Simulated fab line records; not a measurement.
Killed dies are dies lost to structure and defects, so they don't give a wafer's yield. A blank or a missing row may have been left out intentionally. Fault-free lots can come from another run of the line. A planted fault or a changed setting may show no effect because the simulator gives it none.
Chamber matching    flow n5-finfet    pecvd-02 running N5_BEOL_M8_ILD_DEP_00: 3 sister chambers
The step deposits SiCOH lowk from DEMS/porogen, target thk 179.75 nm, time 33.4 s. 3 wafers are shown with their chamber, then 7 later ones without.

== WAFERS, EACH WITH ITS CHAMBER ==
wafer   chamber  throttle-valve-pct (%)
L322.1  2        13.2
L322.4  0        14.0
L332.5  1        14.8

== WAFERS WITHOUT THEIR CHAMBER ==
wafer   throttle-valve-pct (%)
L332.6  12.9
L334.1  13.0
L334.2  14.3
L334.4  13.3
L336.2  12.9
L336.5  13.0
L336.6  14.8

== WHICH CHAMBER EACH WENT THROUGH ==
wafer   from the rows above      in truth
L332.6  2                        2
L334.1  2                        2
L334.2  can't be placed: 0 or 1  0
L334.4  2                        2
L336.2  2                        2
L336.5  2                        2
L336.6  1                        1
6 of 7 placed correctly. Not placeable from these rows: 1 (in 1, the candidates include the true chamber). Number placed wrongly: 0.
How it was worked out, from the rows above alone: a wafer's distance from a chamber is the root of the sum, over the readings, of the square of ((its reading less the chamber's mean) divided by the reading's scatter). The wafer belongs to the nearest chamber; if the next one is less than 2 further off, it can't be placed. A chamber's mean is the mean of its shown wafers. The scatter (one wafer shown for each chamber): square how far every hidden wafer sits from the nearest shown wafer, average those squares and take the square root.
